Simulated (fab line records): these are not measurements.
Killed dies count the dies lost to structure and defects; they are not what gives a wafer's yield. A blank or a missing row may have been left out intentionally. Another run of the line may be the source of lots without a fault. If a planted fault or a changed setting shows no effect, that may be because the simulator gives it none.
A lot that was struck, set against a sound lot | flow n5Finfet | 34 out of 1938 route steps
Sound: wafers L548.2, L548.3, L548.5. Struck: wafers L549.4, L549.5, L549.6. The cause comes at the end.
For every step that has rows: the tool of each side, followed by ch and its chambers, followed by its first start. Under that, the readings that differ: sound wafers | struck wafers | difference of the means | sigmas: that difference in standard deviations of wafers without a fault.
alike: readings with means less than 2 such deviations apart, plus words and numbers identical on both sides. not compared: withheld readings, readings lacking a value on some wafer, bounds such as >300 that could conceal the same value, and numbers that have no deviation in the record and whose values overlap.
Wherever a step has rows on one side only, a row that says differs or no value, or a row with sigmas, the two part there. Non-overlapping numbers with no deviation appear without sigmas and do not part them. A reading missing from all wafers of one side parts the sides only when that side holds two or more wafers.

first, 9 steps without rows for these wafers: N5_BEOL_M11_DESCUM_33 (chemistry O2, time 7.9 s); N5_BEOL_M11_ETCH_65 (etches SiARC in CF4, target depth 39 nm, time 65 s); N5_BEOL_M11_ETCH_66 (etches SOC in N2/H2, target depth 120 nm, overetch 24 nm, time 180 s); N5_BEOL_M11_STRIP_69 (strips in N2/H2); N5_BEOL_M11_VIA_ETCH_34 (etches SiCOH lowk in C4F6/O2, target depth 184.5 nm, time 69.2 s); N5_BEOL_M11_STRIP_73 (strips in C4F6/O2); N5_BEOL_M11_STRIP_36 (strips in N2/H2); N5_BEOL_M11_TRENCH_ETCH_37 (etches SiCOH lowk in C4F6/O2, target depth 148.83 nm, time 48 s); N5_BEOL_M11_ETCH_41 (etches SiCN in CH3F/O2, target depth 42.6 nm, time 86 s).
N5_BEOL_M11_STRIP_77: strips in N2/H2, time 10 s.
  sound on rieDiel-04 ch 1,2,3, day 14 02:47; struck on rieDiel-02 ch 0,2,3, day 14 14:54
  alike: chamberPressureMTorr, drypumpMotorCurrentA, oesProductAu, rfVppV, showerheadPlenumPTorr, throttleValvePct
  not compared: rfHoursCounterH
then, 23 steps without rows for these wafers: N5_BEOL_M11_HM_STRIP_39 (strips TiN in peroxide tin strip, target depth 25 nm, time 158 s); N5_BEOL_M11_SRD_40 (time 30 s); N5_BEOL_M11_PRECLEAN_42 (cleans in residue remover, time 60 s); N5_BEOL_M11_SRD_43 (time 30 s); N5_BEOL_M11_CURE_72 (cures SiCOH lowk, time 120 s); N5_BEOL_M11_DEGAS_44 (time 60 s); N5_BEOL_M11_PRE_CLEAN_45 (time 30 s); N5_BEOL_M11_ALD_74 (deposits TaN, target thk 2 nm, pulse time 2 s, purge time 3 s); N5_BEOL_M11_SURFACE_TREAT_76; N5_BEOL_M11_CVD_75 (deposits Co from CCTBA/H2, target thk 2 nm, time 138.9 s); N5_BEOL_M11_SPUTTER_48 (material Cu, target thk 12 nm, time 2 s); N5_BEOL_M11_ECD_50 (material Cu, target thk 318 nm); N5_BEOL_M11_ANNEAL_51 (time 90 s); N5_BEOL_M11_CMP_52 (polishes, stops on SiCOH lowk, t overpolish 7 s, target thk 140 nm); N5_BEOL_M11_PRE_CLEAN_55 (time 15 s); N5_BEOL_M11_DEP_56 (deposits SiCN from 3MS/NH3, target thk 30 nm, time 10.5 s); N5_BEOL_M12_ILD_DEP_00 (deposits SiOC from DEMS/O2, target thk 658.92 nm, time 130.7 s); N5_BEOL_M12_COAT_58 (time 60 s, resist thk 89 nm); N5_BEOL_M12_COAT_04 (resist thk 400 nm); N5_BEOL_M12_EBR_06; N5_BEOL_M12_SOFTBAKE_05 (time 60 s); N5_BEOL_M12_EXPOSE_07 (exposes mask V11); N5_BEOL_M12_PEB_08 (peb time 90 s).
N5_PASSIVATION_PROBE_49:
  the record has rows for the struck wafers here (prober-02, day 16 14:11) and none for the sound ones

## WHERE THEY PART
Within this record, at N5_PASSIVATION_PROBE_49 only.

WHY: the cause the simulator had injected
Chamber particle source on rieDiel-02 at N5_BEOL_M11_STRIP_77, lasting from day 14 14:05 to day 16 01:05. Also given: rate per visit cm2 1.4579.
